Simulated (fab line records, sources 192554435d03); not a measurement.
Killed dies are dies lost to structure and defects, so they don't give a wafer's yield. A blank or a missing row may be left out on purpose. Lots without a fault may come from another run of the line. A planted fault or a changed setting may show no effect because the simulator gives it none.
fab line records | flow n5_finfet
record lots=7 wafers=21 last_day=20
route steps=1938 shown BEOL_M4@1082 BEOL_M5@1112 PASSIVATION@1936
lots that met no fault: from a run of the same line without faults
start_h: hours from the record's first day to the start of the lot's first wafer shown | wait_h: hours since the lot's step before | " the same as in the row above | L1.1+2: a row that stands for several wafers | - no value, or no start given | * or withheld: withheld | < > ~ a bound
route shown NAME@n: a module of which the file shows steps, and the number in the route of the first | usual: mean/standard deviation of fault-free wafers | same: alike in all rows | chamber/n: place in a boat | sites: the reading at each site | _std_site: their standard deviation | _edge_site: outer sites' mean less inner sites' | radius_mm: how far each site lies from the wafer's centre | mask NAME#n: copy n | behind: the tool/chamber that last shaped the wafer | hold: why the lot was held/for how many hours/how that ended | device: the transistor (n, p or np) that didn't switch | end of line: the same wafers' tests at the end of the route | a step without rows: its recipe alone | killed: dies lost to structure and defects at the first sort, not the wafer's yield | map: a wafer's dies, x killed, . not, _ none there
set.NAME: the setting as run; set.NAME@STEP: as run at that earlier step | model.NAME: the simulator's own value behind a step, which no gauge read
lots at some steps of the route; a table a step, a row a wafer
## steps
# step N5_BEOL_M4_SURFACE_TREAT_85
# recipe gas=Ar time_s=* ion_energy_ev=* ion_current_ma_cm2=0.5 pressure_mtorr=* ar_flow_sccm=30
# step N5_BEOL_M4_CVD_47
# recipe material=Co target_thk_a=30 temp_c=withheld precursor=CCTBA/H2 pressure_torr=30 time_s=223.8
# step N5_BEOL_M4_SPUTTER_48
# recipe material=Cu target_thk_a=45 temp_c=-20 chamber_pressure_pa=0.07 power_w=withheld time_s=8.29
# step N5_BEOL_M4_ANNEAL_49
# recipe temp_c=400 time_s=240 ambient=vacuum
# step N5_BEOL_M4_SPUTTER_79
# recipe material=Cu target_thk_a=45 temp_c=-20 chamber_pressure_pa=0.07 power_w=withheld time_s=8.29
# step N5_BEOL_M4_ANNEAL_80
# recipe temp_c=400 time_s=240 ambient=vacuum
# step N5_BEOL_M4_SPUTTER_81
# recipe material=Cu target_thk_a=45 temp_c=-20 chamber_pressure_pa=0.07 power_w=withheld time_s=8.29
# step N5_BEOL_M4_ANNEAL_82
# recipe temp_c=400 time_s=240 ambient=vacuum
# step N5_BEOL_M4_SPUTTER_86
# recipe material=Cu target_thk_a=45 temp_c=-20 chamber_pressure_pa=0.07 power_w=withheld time_s=8.29
# step N5_BEOL_M4_ANNEAL_87
# recipe temp_c=400 time_s=240 ambient=vacuum
# step N5_BEOL_M4_SPUTTER_88
# recipe material=Cu target_thk_a=45 temp_c=-20 chamber_pressure_pa=0.07 power_w=withheld time_s=8.29
# step N5_BEOL_M4_ANNEAL_89
# recipe temp_c=400 time_s=240 ambient=vacuum
# step N5_BEOL_M4_SPUTTER_90
# recipe material=Cu target_thk_a=45 temp_c=-20 chamber_pressure_pa=0.07 power_w=withheld time_s=8.29
# usual chuck_sensor_temp_C=-16.2/0.42 throttle_valve_pct=29.8/1.1
# columns lot.wafer tool chamber start_h wait_h chuck_sensor_temp_C throttle_valve_pct
L383.2 pvd_sputter-01 - 248.05 0.1 -16.0 28.5
L383.3 " - " " -16.3 29.4
L383.5 " - " " -16.0 30.4
L384.3 pvd_sputter-02 - 250.74 0.1 -15.7 27.1
L384.4 " - " " -17.1 29.9
L384.6 " - " " -15.9 30.0
L388.2 pvd_sputter-03 - 267.10 0.1 -15.8 29.8
L388.5 " - " " -15.9 31.2
L388.6 " - " " -16.6 29.2
L389.1 pvd_sputter-03 - 273.34 0.1 -16.5 29.0
L389.2 " - " " -15.7 29.7
L389.4 " - " " -15.9 30.6
L392.1 pvd_sputter-03 - 287.09 0.1 -16.5 29.0
L392.2 " - " " -16.1 31.0
L392.5 " - " " -15.5 29.6
L393.1 pvd_sputter-03 - 293.97 0.1 -16.0 31.1
L393.4 " - " " -15.9 30.8
L393.5 " - " " -16.1 31.2
L402.2 pvd_sputter-01 - 362.30 0.1 -15.8 30.3
L402.3 " - " " -16.0 30.6
L402.5 " - " " -16.0 28.8
# step N5_BEOL_M4_ANNEAL_91
# recipe temp_c=400 time_s=240 ambient=vacuum
# step N5_BEOL_M4_SPUTTER_92
# recipe material=Cu target_thk_a=45 temp_c=-20 chamber_pressure_pa=0.07 power_w=withheld time_s=8.29
# usual chuck_sensor_temp_C=-16.2/0.42 throttle_valve_pct=29.9/1.1
# columns lot.wafer tool chamber start_h wait_h chuck_sensor_temp_C throttle_valve_pct
L383.2 pvd_sputter-01 - 248.27 0.1 -15.9 28.9
L383.3 " - " " -16.2 29.9
L383.5 " - " " -16.0 30.3
L384.3 pvd_sputter-02 - 250.96 0.1 -16.0 26.9
L384.4 " - " " -17.0 30.2
L384.6 " - " " -16.0 30.3
L388.2 pvd_sputter-03 - 267.32 0.1 -15.6 29.7
L388.5 " - " " -16.1 31.3
L388.6 " - " " -16.6 29.0
L389.1 pvd_sputter-03 - 273.56 0.1 -16.6 29.0
L389.2 " - " " -15.7 29.8
L389.4 " - " " -15.9 30.7
L392.1 pvd_sputter-03 - 287.31 0.1 -16.7 29.1
L392.2 " - " " -15.9 31.2
L392.5 " - " " -15.6 29.6
L393.1 pvd_sputter-03 - 294.19 0.1 -16.0 31.1
L393.4 " - " " -15.9 30.4
L393.5 " - " " -16.1 31.2
L402.2 pvd_sputter-01 - 362.52 0.1 -15.9 30.8
L402.3 " - " " -16.1 30.3
L402.5 " - " " -16.3 28.8
# step N5_BEOL_M4_ANNEAL_93
# recipe temp_c=400 time_s=240 ambient=vacuum
# usual heater_power_w=836/73
# columns lot.wafer tool chamber start_h wait_h heater_power_w
L383.2 pvd_sputter-01 - 248.35 0.0 963
L383.3 " - " " 818
L383.5 " - " " 947
L384.3 pvd_sputter-02 - 251.04 0.0 859
L384.4 " - " " 751
L384.6 " - " " 833
L388.2 pvd_sputter-03 - 267.40 0.0 754
L388.5 " - " " 743
L388.6 " - " " 907
L389.1 pvd_sputter-03 - 273.64 0.0 865
L389.2 " - " " 734
L389.4 " - " " 881
L392.1 pvd_sputter-03 - 287.39 0.0 911
L392.2 " - " " 729
L392.5 " - " " 731
L393.1 pvd_sputter-03 - 294.27 0.0 730
L393.4 " - " " 905
L393.5 " - " " 755
L402.2 pvd_sputter-01 - 362.60 0.0 735
L402.3 " - " " 938
L402.5 " - " " 937
# step N5_BEOL_M4_SPUTTER_94
# recipe material=Cu target_thk_a=45 temp_c=-20 chamber_pressure_pa=0.07 power_w=withheld time_s=8.29
# step N5_BEOL_M4_ANNEAL_95
# recipe temp_c=400 time_s=240 ambient=vacuum
# step N5_BEOL_M4_SPUTTER_96
# recipe material=Cu target_thk_a=45 temp_c=-20 chamber_pressure_pa=0.07 power_w=withheld time_s=8.29
# usual chuck_sensor_temp_C=-16.2/0.42 throttle_valve_pct=29.8/1.1
# columns lot.wafer tool chamber start_h wait_h chuck_sensor_temp_C throttle_valve_pct
L383.2 pvd_sputter-01 - 248.71 0.1 -16.0 28.6
L383.3 " - " " -16.3 29.5
L383.5 " - " " -16.0 30.5
L384.3 pvd_sputter-02 - 251.40 0.1 -15.9 27.2
L384.4 " - " " -17.0 29.6
L384.6 " - " " -15.8 30.3
L388.2 pvd_sputter-03 - 267.76 0.1 -15.8 29.6
L388.5 " - " " -15.9 31.2
L388.6 " - " " -16.7 29.0
L389.1 pvd_sputter-03 - 274.00 0.1 -16.6 29.1
L389.2 " - " " -15.4 29.9
L389.4 " - " " -15.9 30.4
L392.1 pvd_sputter-03 - 287.75 0.1 -16.7 29.0
L392.2 " - " " -16.1 31.0
L392.5 " - " " -15.6 29.6
L393.1 pvd_sputter-03 - 294.63 0.1 -16.0 31.0
L393.4 " - " " -15.7 30.8
L393.5 " - " " -16.1 31.1
L402.2 pvd_sputter-01 - 372.48 9.6 -15.8 30.2
L402.3 " - " " -16.0 30.2
L402.5 " - " " -16.2 28.7
# step N5_BEOL_M4_ECD_50
# recipe material=Cu target_thk_a=3000
# step N5_BEOL_M4_ANNEAL_51
# recipe temp_c=225 time_s=90 ambient=N2
# usual wafer_temp_C_max=226.00/0.23
# columns lot.wafer tool chamber start_h wait_h wafer_temp_C_max
L383.2 rtp_anneal-01 0 248.95 0.1 225.74
L383.3 " 0 " " 225.60
L383.5 " 0 " " 225.83
L384.3 rtp_anneal-02 0 251.69 0.1 225.66
L384.4 " 0 " " 226.13
L384.6 " 0 " " 225.96
L388.2 rtp_anneal-02 0 268.24 0.3 226.31
L388.5 " 0 " " 225.49
L388.6 " 0 " " 225.82
L389.1 rtp_anneal-02 0 274.59 0.5 225.79
L389.2 " 0 " " 226.12
L389.4 " 0 " " 225.93
L392.1 rtp_anneal-02 0 287.94 0.1 226.17
L392.2 " 0 " " 225.94
L392.5 " 0 " " 225.98
L393.1 rtp_anneal-02 0 294.83 0.1 226.20
L393.4 " 0 " " 226.41
L393.5 " 0 " " 226.38
L402.2 rtp_anneal-01 0 372.72 0.1 226.41
L402.3 " 0 " " 225.89
L402.5 " 0 " " 225.89
# step N5_BEOL_M4_CMP_52
# recipe stop_on=SiOC t_overpolish_s=6.8 down_force_psi=1 platen_rpm=50 clearing_platen_down_force_psi=1.5 clearing_platen_rpm=50 post_cmp_clean=cu_alkaline target_thk_nm=40 clearing_platen_pad_velocity_m_s=0.99484 pad_velocity_m_s=0.99484
# step N5_BEOL_M4_PRE_CLEAN_60
# recipe gas=NH3/H2 time_s=15 temp_c=* rf_power_w=300
# step N5_BEOL_M4_CO_CAP_55
# recipe material=Co target_thk_a=20 temp_c=200 precursor=CCTBA/H2 pressure_torr=30 time_s=102.1
# step N5_BEOL_M4_PRE_CLEAN_56
# recipe gas=NH3 time_s=15 temp_c=withheld rf_power_w=300
# step N5_BEOL_M4_DEP_57
# recipe material=SiCN target_thk_a=80 temp_c=withheld precursor=3MS/NH3 pressure_torr=3 rf_w=202 time_s=14
# step N5_BEOL_M4_RS_MEAS_58
# recipe thk_meas_gauge=four-point-probe reads=Co_of_BEOL_M4_CO_CAP_55+Cu_of_BEOL_M4_ECD_50+Co_of_BEOL_M4_CVD_47+TaN_of_BEOL_M4_ALD_84
# usual M4_RS=0.671/0.029
# columns lot.wafer tool chamber start_h wait_h M4_RS[ohm/sq]
L383.2 film_metro-01 - 249.85 0.1 0.674
L383.3 " - " " 0.720
L383.5 " - " " 0.744
L384.3 film_metro-01 - 252.45 0.1 0.699
L384.4 " - " " 0.690
L384.6 " - " " 0.665
L388.2 film_metro-01 - 269.05 0.1 0.686
L388.5 " - " " 0.683
L388.6 " - " " 0.664
L389.1 film_metro-01 - 275.44 0.0 0.713
L389.2 " - " " 0.670
L389.4 " - " " 0.698
L392.1 film_metro-02 - 288.80 0.0 0.665
L392.2 " - " " 0.670
L392.5 " - " " 0.648
L393.1 film_metro-02 - 295.68 0.0 0.639
L393.4 " - " " 0.615
L393.5 " - " " 0.654
L402.2 film_metro-01 - 373.54 0.1 0.694
L402.3 " - " " 0.625
L402.5 " - " " 0.668
# step N5_BEOL_M4_RC_MEAS_101
# usual DIBL_N=36.0/1.3 DIBL_P=36.2/1.7 IOFF_N=0.155/0.024 IOFF_P=0.21/0.034 ION_N=674/9 ION_P=463/7.1 SS_N=71.4/0.5 SS_P=73.4/0.57 VT_N=250.0/2.8 VT_P=-251/3.2
# columns lot.wafer tool chamber start_h wait_h DIBL_N[mV/V] DIBL_P[mV/V] IOFF_N[nA/um] IOFF_P[nA/um] ION_N[uA/um] ION_P[uA/um] SS_N[mV/dec] SS_P[mV/dec] VT_N[mV] VT_P[mV]
L383.2 prober-01 0 250.05 0.2 37.1 36.4 0.164 0.20 674 463 71.1 73.7 249.3 -253
L383.3 " 0 " " 35.7 34.8 0.144 0.18 673 459 71.2 72.7 251.6 -251
L383.5 " 0 " " 36.7 35.7 0.161 0.19 676 462 70.8 72.8 250.7 -252
L384.3 prober-02 0 252.81 0.3 36.0 35.1 0.147 0.21 676 463 71.9 73.2 251.1 -249
L384.4 " 0 " " 34.5 32.7 0.123 0.17 666 459 70.7 72.8 253.5 -251
L384.6 " 0 " " 37.1 35.9 0.156 0.21 682 467 71.8 73.2 249.4 -250
L388.2 prober-01 0 269.26 0.2 35.8 36.6 0.137 0.18 663 459 71.5 73.2 253.7 -253
L388.5 " 0 " " 37.9 39.0 0.175 0.20 676 464 71.0 73.4 251.0 -252
L388.6 " 0 " " 36.9 37.7 0.148 0.19 669 461 72.1 73.9 251.3 -252
L389.1 prober-02 0 275.49 0.0 37.0 38.2 0.178 0.22 685 457 71.6 74.0 247.9 -251
L389.2 " 0 " " 35.5 36.5 0.145 0.19 670 455 71.2 72.9 251.7 -253
L389.4 " 0 " " 34.1 34.6 0.124 0.17 664 458 70.4 73.0 253.6 -254
L392.1 prober-01 0 288.85 0.0 36.2 37.8 0.182 0.23 677 467 71.6 73.9 246.0 -248
L392.2 " 0 " " 35.2 36.5 0.162 0.20 680 465 71.0 73.4 251.5 -250
L392.5 " 0 " " 34.4 35.4 0.144 0.19 671 469 71.4 73.6 250.3 -252
L393.1 prober-01 0 295.73 0.0 35.1 35.8 0.161 0.21 676 462 72.1 73.3 249.1 -250
L393.4 " 0 " " 35.6 36.7 0.174 0.23 679 464 71.7 74.4 246.4 -246
L393.5 " 0 " " 34.1 34.7 0.149 0.19 674 460 71.1 72.4 247.5 -249
L402.2 prober-01 0 373.75 0.2 35.0 33.2 0.117 0.17 657 455 70.7 73.1 254.5 -254
L402.3 " 0 " " 36.8 35.5 0.142 0.20 664 456 70.9 73.6 249.7 -253
L402.5 " 0 " " 35.8 34.0 0.124 0.17 664 457 70.8 73.4 255.6 -253
# step N5_BEOL_M5_ILD_DEP_00
# recipe material=SiCOH_lowk target_thk_a=1406.4 temp_c=300 precursor=DEMS/porogen pressure_torr=5 rf_w=500 time_s=25.9
# step N5_BEOL_M5_CURE_79
# recipe temp_c=385 time_s=240 ambient=He/Ar material=SiCOH_lowk
# step N5_BEOL_M5_THK_MEAS_01
# recipe reads=SiCOH_lowk_of_BEOL_M5_ILD_DEP_00
# usual M5_ILD_THK=121.2/1.4
# columns lot.wafer tool chamber start_h wait_h M5_ILD_THK[nm]
L383.2 film_metro-01 - 251.43 0.4 120.1
L383.3 " - " " 118.8
L383.5 " - " " 122.1
L384.3 film_metro-01 - 254.53 0.5 119.0
L384.4 " - " " 121.0
L384.6 " - " " 121.4
L388.2 film_metro-01 - 270.65 0.4 121.1
L388.5 " - " " 123.3
L388.6 " - " " 123.1
L389.1 film_metro-01 - 277.03 0.4 122.3
L389.2 " - " " 120.5
L389.4 " - " " 121.4
L392.1 film_metro-02 - 290.38 0.4 118.3
L392.2 " - " " 120.4
L392.5 " - " " 121.1
L393.1 film_metro-01 - 297.28 0.4 120.9
L393.4 " - " " 122.6
L393.5 " - " " 122.8
L402.2 film_metro-02 - 375.14 0.4 120.7
L402.3 " - " " 122.6
L402.5 " - " " 123.0
# step N5_BEOL_M5_PECVD_70
# recipe material=SiO2 target_thk_a=160 temp_c=400 precursor=TEOS/O2 pressure_torr=5.5 rf_w=450 teos_flow_sccm=53.8 gas=O2 flow_sccm=3000 time_s=18
# step N5_BEOL_M5_HM_DEP_02
# recipe material=TiN target_thk_a=200 temp_c=25 chamber_pressure_pa=0.49996
# usual throttle_valve_pct=30.0/0.92
# columns lot.wafer tool chamber start_h wait_h throttle_valve_pct
L383.2 pvd_sputter-03 - 251.82 0.3 31.0
L383.3 " - " " 29.8
L383.5 " - " " 31.1
L384.3 pvd_sputter-03 - 254.90 0.3 30.7
L384.4 " - " " 29.1
L384.6 " - " " 29.2
L388.2 pvd_sputter-02 - 270.97 0.3 30.2
L388.5 " - " " 30.1
L388.6 " - " " 30.3
L389.1 pvd_sputter-01 - 278.43 1.4 29.8
L389.2 " - " " 30.3
L389.4 " - " " 30.7
L392.1 pvd_sputter-03 - 291.59 1.2 30.7
L392.2 " - " " 31.0
L392.5 " - " " 31.2
L393.1 pvd_sputter-01 - 297.88 0.5 30.5
L393.4 " - " " 30.3
L393.5 " - " " 30.6
L402.2 pvd_sputter-02 - 375.65 0.5 27.2
L402.3 " - " " 30.1
L402.5 " - " " 30.8
# step N5_BEOL_M5_COAT_59
# recipe resist=SOC temp_c=250 time_s=60 spin_rpm=1500 resist_thk_nm=60
# step N5_BEOL_M5_COAT_60
# recipe resist=SiARC temp_c=220 time_s=60 spin_rpm=1500 resist_thk_nm=12
# step N5_BEOL_M5_COAT_71
# recipe resist=underlayer temp_c=205 time_s=60 spin_rpm=1500 resist_thk_nm=5
# step N5_BEOL_M5_COAT_05
# recipe resist=CAR-EUV spin_rpm=1500 resist_thk_nm=30
# step N5_BEOL_M5_EBR_07
# recipe solvent=PGMEA ebr_width_mm=1.5
# step N5_BEOL_M5_SOFTBAKE_06
# recipe temp_c=110 time_s=60 resist=CAR-EUV
# step N5_BEOL_M5_EXPOSE_08
# recipe mask_id=M5 na=0.33 source_shape=annular sigma_inner=0.4 sigma_outer=0.8 polarization=unpolarized target_cd_nm=28 dose_mj=35.75
# step N5_PASSIVATION_PROBE_49
# usual defect_limited_yield=90.8/1.7 killed_at_M0_to_M3=37/12 killed_at_M4_up=15/5.6 killed_at_contacts=13/6.9 killed_at_front_end=40/11 killed_at_other=4/3.2 killed_dies=109/20 killed_open=73/15 killed_short=35/8.3 sort_bin_5_function=5.4/1.1 sort_bin_6_memory=3.5/0.73 sort_n_pass=1071/20 sort_yield_pct=90.8/1.7
# same gross_dies=1180 killed_at_back_side=0 sort_bin_4_leakage[%]=0 sort_bin_8_speed[%]=0
# columns lot.wafer tool chamber start_h wait_h defect_limited_yield[%] killed_at_M0_to_M3 killed_at_M4_up killed_at_contacts killed_at_front_end killed_at_other killed_dies killed_open killed_short sort_bin_5_function[%] sort_bin_6_memory[%] sort_n_pass sort_yield_pct[%]
L389.1 prober-01 - 387.53 0.0 83.5 44 113 10 27 1 195 56 32 10.3 3.6 985 83.5
L389.2 prober-01 - 387.58 0.1 87.8 32 69 18 20 5 144 54 32 7.0 3.1 1036 87.8
L389.4 prober-01 - 387.68 0.2 80.4 26 157 12 34 2 231 74 22 12.2 5.0 949 80.4
L393.1 prober-02 - 403.09 0.0 83.4 19 124 12 38 3 196 53 24 9.9 3.5 984 83.4
L393.4 prober-02 - 403.24 0.2 83.1 14 141 8 36 0 199 41 25 10.3 3.1 981 83.1
L393.5 prober-02 - 403.29 0.2 83.3 17 140 4 34 2 197 57 12 10.0 3.6 983 83.3
L392.1 prober-02 - 406.93 0.3 82.0 41 126 12 29 4 212 72 30 10.8 3.9 968 82.0
L392.2 prober-02 - 406.98 0.3 80.8 40 136 13 30 8 227 62 32 11.9 4.2 953 80.8
L392.5 prober-02 - 407.13 0.5 87.4 27 76 12 31 3 149 62 28 7.5 3.6 1031 87.4
# killed by level:class
L389.1 BEOL_M4:unspecified=107 BEOL_M0_SAQP:geometric_particle:short=10 BEOL_M3:geometric_particle:open=8 STI_FIN_REVEAL:geometric_particle:open=7 MOL_CONTACT_COAG:geometric_particle:open=7 BEOL_M0_SAQP:geometric_particle:open=7 BEOL_M2:geometric_particle:open=7 BEOL_M3:geometric_particle:short=6
L389.2 BEOL_M4:unspecified=57 MOL_CONTACT_COAG:geometric_particle:open=14 BEOL_M0_SAQP:geometric_particle:short=8 BEOL_M0_SAQP:geometric_particle:open=8 BEOL_M4:geometric_particle:open=6 FIN_SAQP:geometric_particle:short=5 BEOL_M2:geometric_particle:open=5 BEOL_M3:geometric_particle:open=5
L389.4 BEOL_M4:unspecified=135 MOL_CONTACT_COAG:geometric_particle:open=11 STI_FIN_REVEAL:geometric_particle:open=10 BEOL_M4:geometric_particle:open=10 BEOL_M2:geometric_particle:open=9 FIN_SAQP:geometric_particle:open=5 BEOL_M3:geometric_particle:open=5 BEOL_M0_SAQP:geometric_particle:open=4
L393.1 BEOL_M4:unspecified=119 DUMMY_GATE:geometric_particle:open=9 MOL_CONTACT_COAG:geometric_particle:open=9 STI_FIN_REVEAL:geometric_particle:open=7 FIN_SAQP:geometric_particle:open=5 BEOL_M0_SAQP:geometric_particle:open=5 BEOL_M2:geometric_particle:open=5 BEOL_M1:geometric_particle:open=4
L393.4 BEOL_M4:unspecified=131 MOL_CONTACT_COAG:geometric_particle:open=8 STI_FIN_REVEAL:geometric_particle:open=7 ILD0:geometric_particle:open=7 DUMMY_GATE:geometric_particle:open=6 BEOL_M0_SAQP:geometric_particle:short=6 FIN_SAQP:geometric_particle:short=4 BEOL_M4:geometric_particle:open=3
L393.5 BEOL_M4:unspecified=124 STI_FIN_REVEAL:geometric_particle:open=16 BEOL_M1:geometric_particle:open=6 BEOL_M8:geometric_particle:open=6 BEOL_M4:geometric_particle:open=5 MOL_CONTACT_COAG:geometric_particle:open=4 BEOL_M2:geometric_particle:open=4 FIN_SAQP:geometric_particle:open=3
L392.1 BEOL_M4:unspecified=110 BEOL_M0_SAQP:geometric_particle:short=13 STI_FIN_REVEAL:geometric_particle:open=9 BEOL_M3:geometric_particle:open=9 MOL_CONTACT_COAG:geometric_particle:open=9 BEOL_M0_SAQP:geometric_particle:open=8 BEOL_M2:geometric_particle:open=8 BEOL_M5:geometric_particle:open=5
L392.2 BEOL_M4:unspecified=130 BEOL_M0_SAQP:geometric_particle:open=18 MOL_CONTACT_COAG:geometric_particle:open=12 BEOL_M0_SAQP:geometric_particle:short=9 FIN_SAQP:geometric_particle:open=7 FIN_SAQP:geometric_particle:short=6 PAD_METAL:geometric_particle:open=5 BEOL_M3:geometric_particle:open=4
L392.5 BEOL_M4:unspecified=58 STI_FIN_REVEAL:geometric_particle:open=10 MOL_CONTACT_COAG:geometric_particle:open=10 BEOL_M0_SAQP:geometric_particle:short=9 BEOL_M0_SAQP:geometric_particle:open=6 FIN_SAQP:geometric_particle:short=5 BEOL_M3:geometric_particle:open=4 BEOL_M7:geometric_particle:open=4
# map L389.4 (x killed, . not)
_________________......x.x...________________
______________.................._____________
___________....x...................__________
__________.........................._________
________...........x.......xx........._______
_______x..x.x.....xx..x................______
______........x.xxx...................x._____
_____........x................x....x.....____
____..........x.x...xx...............x....___
___........xxxxxxxxxxx...xx...............x__
___.......xxxxxxxxxxxxx....................__
__..x......x.xxxxxxxxxxx........x..........._
__x....x.xxxxxxxxxxxxxx..........x.xx......._
_.....xxxx.xxxxxxxxxxxxx.............x...x...
_x........xxxxxxxxxxxxx...x.....x......xx..x.
_......xx.xxxxxxxxxxxx.x..x...x..............
_........x.xxxxxxxxxxxxxx................x...
_..........xxxxxxxxxx.x..........x..x..x.xx..
_.x..x....x.x..xxxx.........x................
_....x......x.xxxx.xx........x..........x....
_...............x...x.....x.................x
__...x.....x......x..................x......_
__.............................xx..xx......._
___.......................................x__
___x.....x.............x...................__
____............x.............x...........___
_____..x.....xx..x...x...................____
______......xx..x..x...................._____
_______.....x........x.x..x............______
________..........x......x....x......._______
__________.....xx.................x._________
___________........x...............__________
______________.................x_____________
_________________..x.........________________
# map L392.2 (x killed, . not)
_________________....xx..xxx.________________
______________......x.x.xxxxxxxx_____________
___________............xxxxxxxxxxxx__________
__________............xxxxxxxxxxxxxx_________
________..............xxxxxxxxxxxxxxx._______
_______..............xxxxxxxxxxxxxxx.x.______
______..........x.....xxxxxxxxxxxxxxx..x_____
_____......x.......x..xxxxxxxxxxxxxx.x...____
____.................xxxxxxxxxxxxxxx.xx...___
___.....................xx.xxxxxxx.x.......__
___.....................x.x.xxxxxx.xx......__
__...xx..................x.x........x....x.._
__.....x.......xx....x.......x.........x...._
_.......x.x...............x.............x...x
_..x.........xxx.x.......x...........x.......
_.....................x...................x..
_.x.......x.....x.x..x.x..x....x.x...........
_...x......................x.................
_......xx..x.xx.x...x..................xx....
_....x......x..x...x........xx...............
_...................x............x.........x.
__....x...................x.......x.....x..._
__...x....x................................._
___...x.....x.............x.........x......__
___......x........x..............x.........__
____..............x.........x.x...........___
_____x..................x.......x........____
______.................................._____
_______..................x..x..........______
________..x...........x..x...x........_______
__________.....x...................._________
___________...............x........__________
______________.................._____________
_________________x.....x.....________________
## key
first_sign step=N5_PASSIVATION_PROBE_49 reading=killed_at_M4_up direction=up sigmas=19 usual=15 struck=120
effect step=N5_PASSIVATION_PROBE_49 reading=killed_dies direction=up sigmas=4.3 usual=109 struck=194
more_kills_born_at N5_BEOL_M4_SPUTTER_90@pvd_sputter-03=971
met_at N5_BEOL_M4_SPUTTER_90
struck_wafers L389.1,L389.2,L389.4,L392.1,L392.2,L392.5,L393.1,L393.4,L393.5
onset_between 267.10 273.34
also_fits N5_BEOL_M4_SPUTTER_92:pvd_sputter-03,N5_BEOL_M4_ANNEAL_93:pvd_sputter-03,N5_BEOL_M4_SPUTTER_96:pvd_sputter-03,N5_BEOL_M4_ANNEAL_51:rtp_anneal-02
fault kind=chamber_particle_source tool=pvd_sputter-03 chamber=- onset_h=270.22 steps=N5_BEOL_M4_SPUTTER_90 rate_per_visit_cm2=1.2311 end_h=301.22
